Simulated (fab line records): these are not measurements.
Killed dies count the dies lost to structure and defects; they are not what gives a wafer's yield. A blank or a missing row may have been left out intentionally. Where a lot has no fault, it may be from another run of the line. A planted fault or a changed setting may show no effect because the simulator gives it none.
fab line records    flow n5_finfet
record: lots: 11  wafers: 32  last_day: 18
route steps=1938 shown BEOL_M4@1111 PASS1_CAP@1874 TV_LITHO@1884 PAD_METAL@1894 PASSIVATION@1926
lots untouched by any fault: they come from a run of this same line in which no faults occurred
start_h: hours from the record's first day to the start of the lot's first wafer shown    wait_h: hours since the lot's step before    " identical to the entry in the row above    L1.1+2: a row that stands for several wafers    - no value, or no start given    * or withheld: withheld    < > ~ a bound
route shown NAME@n: a module of which the file shows steps, and the number in the route of the first    usual: average and standard deviation across the fault-free wafers    same: alike in all rows    chamber/n: place in a boat    sites: per-site readings    _std_site: how widely they spread, as a standard deviation    _edge_site: mean of outer sites minus mean of inner sites    radius_mm: for every site, how far away it sits from the centre of the wafer    mask NAME#n: copy n    behind: tool/chamber where the wafer was last shaped    hold: why the lot was held/for how many hours/how that ended    device: the n, p or np transistor that did not switch    end of line: the tests these same wafers got at the end of their route    for a step that has no rows: nothing shown but its recipe    killed: dies lost to structure and defects at the first sort, not the wafer's yield    map: shows each die of a wafer: x if killed, . if not, _ if none is there
set.NAME: setting as actually run; set.NAME@STEP: the setting as run at that earlier step    model.NAME: the simulator's own value behind a step, which no gauge read
a sample of lots followed through the steps of the route, with each step as a table and each wafer as a row
services: the hour from which a tool's chamber was out of use, counted from the record's first day as start_h (under 0 if before that day), plus the number of hours and why
== steps ==
step: N5_BEOL_M4_RC_MEAS_101
usual: DIBL_N: 35.7/1.5  DIBL_P: 35.7/2  IOFF_N: 0.155/0.026  IOFF_P: 0.20/0.031  ION_N: 675/11  ION_P: 462/7.1  SS_N: 71.3/0.57  SS_P: 73.1/0.56  VT_N: 250/3  VT_P: -251/3
lot.wafer  tool       chamber  start_h  wait_h  DIBL_N[mV/V]  DIBL_P[mV/V]  IOFF_N[nA/um]  IOFF_P[nA/um]  ION_N[uA/um]  ION_P[uA/um]  SS_N[mV/dec]  SS_P[mV/dec]  VT_N[mV]  VT_P[mV]
L193.1     prober-02  0        175.87   0.0     36.7          36.3          0.153          0.21           667           459           71.6          72.7          251       -252
L193.3     "          0        "        "       37.2          36.8          0.171          0.23           673           459           71.7          73.6          250       -249
L193.6     "          0        "        "       35.3          34.4          0.142          0.18           666           461           71.2          72.6          252       -251
L194.1     prober-01  0        185.28   0.0     37.9          38.4          0.208          0.24           696           472           72.1          73.4          245       -247
L194.3     "          0        "        "       37.5          37.2          0.182          0.23           671           461           71.8          73.3          247       -248
L194.4     "          0        "        "       35.9          36.3          0.166          0.22           688           474           70.9          73.4          247       -249
L196.1     prober-01  0        195.18   0.0     33.4          31.3          0.106          0.17           662           458           70.5          72.4          255       -253
L196.3     "          0        "        "       34.5          33.0          0.128          0.19           681           469           71.2          73.6          252       -251
L196.6     "          0        "        "       38.2          37.4          0.184          0.25           683           470           72.4          74.7          248       -248
L202.1     prober-01  0        224.64   0.0     34.8          33.6          0.122          0.17           652           450           71.1          73.1          255       -256
L202.5     "          0        "        "       36.7          35.2          0.161          0.18           677           459           71.2          73.7          248       -256
L202.6     "          0        "        "       36.9          35.2          0.152          0.19           675           450           71.0          72.9          253       -256
L205.1     prober-01  0        252.89   0.0     35.4          35.9          0.176          0.23           693           478           71.7          73.7          246       -247
L205.3     "          0        "        "       34.8          35.0          0.153          0.21           682           471           70.9          73.1          249       -248
L205.4     "          0        "        "       34.9          34.9          0.155          0.21           678           470           70.7          73.3          248       -250
L207.1     prober-02  0        267.64   0.0     34.9          35.7          0.146          0.18           680           461           70.7          72.8          249       -250
L207.4     "          0        "        "       35.6          35.3          0.153          0.18           667           459           70.9          73.2          250       -250
L207.5     "          0        "        "       35.3          36.2          0.148          0.20           676           465           70.3          73.6          250       -252
L210.3     prober-01  0        267.86   0.3     35.5          35.8          0.158          0.20           681           464           70.7          73.1          246       -251
L210.4     "          0        "        "       37.5          39.5          0.209          0.26           700           476           71.8          73.2          242       -247
L210.6     "          0        "        "       35.3          35.7          0.144          0.20           661           460           71.2          72.8          249       -250
L209.1     prober-01  0        277.73   0.0     36.7          36.3          0.157          0.21           682           472           72.4          72.9          248       -248
L209.3     "          0        "        "       37.4          37.0          0.171          0.23           683           469           72.5          73.6          248       -247
L209.5     "          0        "        "       37.1          36.7          0.169          0.23           677           467           71.9          73.5          246       -247
L214.2     prober-02  0        312.09   0.2     31.0          29.9          0.093          0.14           657           459           69.6          71.6          255       -254
L214.4     "          0        "        "       36.2          35.2          0.162          0.20           678           460           71.8          73.4          248       -250
L214.6     "          0        "        "       37.6          38.5          0.201          0.26           679           464           71.5          73.3          249       -248
L215.5     prober-01  0        312.16   0.6     36.4          38.0          0.163          0.20           666           459           71.1          73.1          246       -252
L215.6     "          0        "        "       37.0          39.4          0.172          0.22           676           464           71.1          73.1          249       -251
L216.1     prober-02  0        320.07   0.0     36.7          38.3          0.173          0.21           680           466           72.6          73.2          247       -251
L216.2     "          0        "        "       37.4          38.4          0.189          0.22           674           461           71.5          73.3          246       -251
L216.3     "          0        "        "       35.5          37.9          0.159          0.21           683           462           72.3          72.8          249       -250
step: N5_PASSIVATION_PECVD_01
recipe: material: SiNx  target_thk_a: 2000  temp_c: 400  precursor: SiH4/NH3/N2  pressure_torr: 4.9  rf_w: 1406  time_s: 43.2
usual: heater_power_w: 357/120  rf_fwd_power_W: 1390/5.4  showerhead_plenum_p_Torr: 8.65/0.068  throttle_valve_pct: 29.7/2.1
lot.wafer  tool      chamber  start_h  wait_h  heater_power_w  rf_fwd_power_W  showerhead_plenum_p_Torr  throttle_valve_pct
L193.1     pecvd-04  0        279.88   0.0     439             1387            8.65                      30.8
L193.3     "         1        "        "       446             1393            8.65                      28.5
L193.6     "         0        "        "       438             1396            8.68                      30.6
L194.1     pecvd-03  2        294.82   0.0     206             1393            8.75                      27.7
L194.3     "         0        "        "       589             1391            8.65                      31.1
L194.4     "         2        "        "       211             1389            8.73                      27.2
L196.1     pecvd-04  2        299.41   0.0     381             1389            8.63                      27.0
L196.3     "         1        "        "       437             1398            8.64                      28.6
L196.6     "         2        "        "       240             1392            8.64                      26.8
L202.1     pecvd-04  1        314.88   0.0     459             1393            8.66                      28.5
L202.5     "         2        "        "       378             1400            8.62                      26.9
L202.6     "         0        "        "       420             1395            8.66                      30.9
L205.1     pecvd-01  0        356.90   0.0     315             1396            8.58                      28.8
L205.3     "         1        "        "       479             1379            8.60                      34.2
L205.4     "         0        "        "       323             1387            8.55                      28.8
L207.1     pecvd-01  2        376.97   0.0     277             1385            8.81                      29.3
L207.4     "         1        "        "       400             1392            8.59                      34.1
L207.5     "         0        "        "       358             1382            8.60                      28.8
L209.1     pecvd-03  2        377.34   0.0     207             1389            8.73                      27.5
L209.3     "         1        "        "       221             1395            8.65                      28.6
L209.5     "         1        "        "       221             1392            8.62                      28.7
L210.3     pecvd-03  1        377.67   0.0     147             1393            8.67                      28.5
L210.4     "         1        "        "       156             1392            8.64                      28.7
L210.6     "         0        "        "       469             1382            8.64                      30.9
L214.2     pecvd-01  2        409.25   0.0     366             1389            8.80                      29.9
L214.4     "         2        "        "       375             1392            8.79                      29.9
L214.6     "         0        "        "       368             1385            8.58                      28.9
L215.5     pecvd-03  1        415.43   0.0     207             1393            8.64                      28.3
L215.6     "         0        "        "       518             1392            8.60                      31.3
L216.1     pecvd-01  1        421.76   0.0     362             1384            8.58                      34.5
L216.2     "         0        "        "       393             1384            8.58                      29.0
L216.3     "         2        "        "       413             1390            8.81                      29.9
step: N5_PASSIVATION_OVL_MEAS_60
recipe: points_per_wafer: 44
usual: TV_OVL: -1/5.2
same: points_per_wafer: 44
lot.wafer  tool        chamber  start_h  wait_h  TV_OVL[nm]
L193.1     overlay-02  0        281.11   0.0     -4
L193.3     "           0        "        "       -9
L193.6     "           0        "        "       -3
L194.1     overlay-01  0        295.83   0.0     3
L194.3     "           0        "        "       0
L194.4     "           0        "        "       -1
L196.1     overlay-02  0        301.92   0.0     -5
L196.3     "           0        "        "       -5
L196.6     "           0        "        "       1
L202.1     overlay-01  0        316.76   0.0     -5
L202.5     "           0        "        "       0
L202.6     "           0        "        "       -1
L205.1     overlay-01  0        357.46   0.0     -9
L205.3     "           0        "        "       -1
L205.4     "           0        "        "       -5
L209.1     overlay-01  0        378.58   0.0     0
L209.3     "           0        "        "       0
L209.5     "           0        "        "       -2
L207.1     overlay-01  0        379.18   0.0     6
L207.4     "           0        "        "       5
L207.5     "           0        "        "       7
L210.3     overlay-02  0        379.34   0.0     -2
L210.4     "           0        "        "       -1
L210.6     "           0        "        "       -2
L214.2     overlay-01  0        410.89   0.0     2
L214.4     "           0        "        "       1
L214.6     "           0        "        "       -1
L215.5     overlay-02  0        417.92   0.0     -1
L215.6     "           0        "        "       -9
L216.1     overlay-01  0        422.79   0.0     -3
L216.2     "           0        "        "       -9
L216.3     "           0        "        "       -6
step: N5_PASSIVATION_PRE_CLEAN_19
recipe: gas: H2/He  time_s: *  temp_c: *
usual: heater_power_w: 459/58
lot.wafer  tool            chamber  start_h  wait_h  heater_power_w
L193.1     pvd_sputter-03  -        282.56   0.0     391
L193.3     "               -        "        "       480
L193.6     "               -        "        "       482
L194.1     pvd_sputter-01  -        296.52   0.0     452
L194.3     "               -        "        "       435
L194.4     "               -        "        "       418
L196.1     pvd_sputter-03  -        303.73   0.0     513
L196.3     "               -        "        "       388
L196.6     "               -        "        "       538
L202.1     pvd_sputter-02  -        317.84   0.0     438
L202.5     "               -        "        "       441
L202.6     "               -        "        "       431
L205.1     pvd_sputter-02  -        358.22   0.0     432
L205.3     "               -        "        "       448
L205.4     "               -        "        "       405
L209.1     pvd_sputter-03  -        379.54   0.0     402
L209.3     "               -        "        "       535
L209.5     "               -        "        "       548
L207.1     pvd_sputter-03  -        380.46   0.0     486
L207.4     "               -        "        "       552
L207.5     "               -        "        "       385
L210.3     pvd_sputter-02  -        380.56   0.0     607
L210.4     "               -        "        "       408
L210.6     "               -        "        "       433
L214.2     pvd_sputter-03  -        412.04   0.0     436
L214.4     "               -        "        "       545
L214.6     "               -        "        "       488
L215.5     pvd_sputter-02  -        419.33   0.0     404
L215.6     "               -        "        "       589
L216.1     pvd_sputter-02  -        424.29   0.0     426
L216.2     "               -        "        "       607
L216.3     "               -        "        "       403
step: N5_PASSIVATION_OVL_MEAS_66
recipe: points_per_wafer: 44
usual: PASS_OPEN_OVL: -1/5.8
same: points_per_wafer: 44
lot.wafer  tool        chamber  start_h  wait_h  PASS_OPEN_OVL[nm]
L193.1     overlay-02  0        285.00   0.0     -13
L193.3     "           0        "        "       -8
L193.6     "           0        "        "       -6
L194.1     overlay-02  0        299.19   0.0     -6
L194.3     "           0        "        "       -4
L194.4     "           0        "        "       4
L196.1     overlay-02  0        306.44   0.0     2
L196.3     "           0        "        "       -2
L196.6     "           0        "        "       -11
L202.1     overlay-02  0        320.48   0.0     -10
L202.5     "           0        "        "       -9
L202.6     "           0        "        "       -11
L205.1     overlay-01  0        361.35   0.0     -16
L205.3     "           0        "        "       -13
L205.4     "           0        "        "       -13
L209.1     overlay-02  0        382.15   0.0     -2
L209.3     "           0        "        "       -1
L209.5     "           0        "        "       -2
L207.1     overlay-01  0        383.27   0.0     -1
L207.4     "           0        "        "       -1
L207.5     "           0        "        "       3
L210.3     overlay-02  0        383.46   0.0     -8
L210.4     "           0        "        "       -9
L210.6     "           0        "        "       -12
L214.2     overlay-02  0        414.83   0.0     6
L214.4     "           0        "        "       6
L214.6     "           0        "        "       2
L215.5     overlay-01  0        422.39   0.0     2
L215.6     "           0        "        "       7
L216.1     overlay-02  0        426.83   0.0     11
L216.2     "           0        "        "       2
L216.3     "           0        "        "       6
step: N5_PASSIVATION_PROBE_49
usual: defect_limited_yield: 91.4/1.5  killed_at_M0_to_M3: 34/10  killed_at_M4_up: 15/6  killed_at_contacts: 12/6  killed_at_front_end: 37/11  killed_at_other: 3.3/2.8  killed_dies: 101/18  killed_open: 66/14  killed_short: 33/7.8  sort_bin_5_function: 5.0/0.97  sort_bin_6_memory: 3.2/0.72  sort_n_pass: 1079/18  sort_yield_pct: 91.4/1.5
same: gross_dies: 1180  killed_at_back_side: 0  sort_bin_4_leakage[%]: 0  sort_bin_8_speed[%]: 0
lot.wafer  tool       chamber  start_h  wait_h  defect_limited_yield[%]  killed_at_M0_to_M3  killed_at_M4_up  killed_at_contacts  killed_at_front_end  killed_at_other  killed_dies  killed_open  killed_short  sort_bin_5_function[%]  sort_bin_6_memory[%]  sort_n_pass  sort_yield_pct[%]
L196.1     prober-02  -        309.54   0.0     79.2                     45                  15               7                   36                   142              245          76           26            17.6                    3.1                   935          79.2
L196.3     prober-02  -        309.64   0.1     92.5                     24                  10               11                  38                   5                88           54           26            3.9                     3.0                   1092         92.5
L196.6     prober-02  -        309.79   0.3     79.5                     50                  19               0                   33                   140              242          67           37            16.3                    3.7                   938          79.5
L202.1     prober-02  -        323.79   0.0     79.8                     47                  13               6                   27                   145              238          49           37            16.5                    2.6                   942          79.8
L202.5     prober-02  -        323.99   0.2     92.2                     34                  15               4                   37                   2                92           48           35            4.7                     2.1                   1088         92.2
L202.6     prober-02  -        324.04   0.3     80.6                     41                  18               2                   29                   139              229          47           46            15.8                    3.2                   951          80.6
killed by level:class
L196.1 PASS1_CAP:area_pecvd=140 STI_FIN_REVEAL:geometric_particle:open=15 BEOL_M2:geometric_particle:open=12 BEOL_M1:geometric_particle:open=11 BEOL_M4:geometric_particle:open=9 BEOL_M0_SAQP:geometric_particle:short=8 BEOL_M0_SAQP:geometric_particle:open=7 GATE_CUT:geometric_particle:short=5
L196.3 MOL_CONTACT_COAG:geometric_particle:open=9 STI_FIN_REVEAL:geometric_particle:open=7 BEOL_M2:geometric_particle:open=7 HKMG_FIN:area_etch=7 BEOL_M3:geometric_particle:open=6 FIN_SAQP:geometric_particle:short=5 DUMMY_GATE:geometric_particle:open=4 STARTING-WAFER:geometric_particle:short=4
L196.6 PASS1_CAP:area_pecvd=136 BEOL_M3:geometric_particle:open=16 BEOL_M4:geometric_particle:open=10 BEOL_M1:geometric_particle:open=10 STI_FIN_REVEAL:geometric_particle:open=9 GATE_CUT:geometric_particle:short=6 BEOL_M2:geometric_particle:open=6 STARTING-WAFER:geometric_particle:short=5
L202.1 PASS1_CAP:area_pecvd=143 BEOL_M0_SAQP:geometric_particle:short=19 BEOL_M0_SAQP:geometric_particle:open=16 BEOL_M4:geometric_particle:open=9 HKMG_FIN:area_etch=8 FIN_SAQP:geometric_particle:short=5 MOL_CONTACT_COAG:geometric_particle:open=5 BEOL_M1:geometric_particle:open=5
L202.5 BEOL_M0_SAQP:geometric_particle:short=13 BEOL_M0_SAQP:geometric_particle:open=11 STARTING-WAFER:geometric_particle:open=8 HKMG_FIN:area_etch=8 FIN_SAQP:geometric_particle:short=5 BEOL_M4:geometric_particle:open=4 STARTING-WAFER:geometric_particle:short=4 DUMMY_GATE:geometric_particle:open=3
L202.6 PASS1_CAP:area_pecvd=136 BEOL_M0_SAQP:geometric_particle:short=15 BEOL_M3:geometric_particle:short=11 BEOL_M4:geometric_particle:open=11 FIN_SAQP:geometric_particle:short=7 BEOL_M0_SAQP:geometric_particle:open=7 FIN_SAQP:geometric_particle:open=6 GATE_CUT:geometric_particle:short=5
== services ==
tool            chamber  start_h  hours  kind
pecvd-03        1        260.12   40.9   repair
pecvd-03        -        276.82   6.0    pm
pecvd-04        2        289.93   9.3    repair
pecvd-03        -        298.20   0.8    repair
pvd_sputter-03  -        332.92   11.1   repair
pecvd-03        0        336.45   5.0    scheduled_down
pecvd-01        2        336.51   5.5    scheduled_down
pecvd-04        0        337.05   16.5   scheduled_down
pvd_sputter-02  -        346.78   6.9    repair
pecvd-01        2        352.90   6.9    repair
pecvd-04        1        354.65   5.5    scheduled_down
pecvd-03        -        356.33   1.8    repair
pecvd-03        -        362.51   2.8    pm
pecvd-04        0        364.12   5.5    scheduled_down
pecvd-04        2        378.94   4.4    repair
pecvd-04        1        383.62   -      clean
pecvd-04        1        383.62   -      consumable_replace:showerhead
pecvd-04        1        383.62   29.0   scheduled_down
pecvd-04        1        383.62   29.0   vent_cycle
pecvd-04        0        407.10   2.1    scheduled_down
pvd_sputter-01  -        414.60   1.4    repair
pecvd-03        -        416.17   1.0    repair
pvd_sputter-03  -        422.76   1.9    repair
== key ==
first_sign: step: N5_PASSIVATION_PROBE_49  reading: killed_at_other  direction: up  sigmas: 50  usual: 3.3  struck: 141.5
effect: step: N5_PASSIVATION_PROBE_49  reading: sort_bin_5_function  direction: up  sigmas: 12  usual: 5.0  struck: 16.5
more_kills_born_at: N5_PASSIVATION_PECVD_01@pecvd-04: 555
met_at N5_PASSIVATION_PECVD_01
struck_lots L196,L202
struck_wafers L196.1,L196.6,L202.1,L202.6
not_acting_at N5_PASSIVATION_OVL_MEAS_60,N5_PASSIVATION_PRE_CLEAN_19,N5_PASSIVATION_OVL_MEAS_66
onset_between 279.88 299.41
fault: kind: process_parameter_drift  tool: pecvd-04  chamber: -  onset_h: 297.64  steps: N5_PASSIVATION_PECVD_01  channel: time_s  offset: *  shape: step  end_h: 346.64  scope: struck_wafers_only  acts_in: *  stated: *
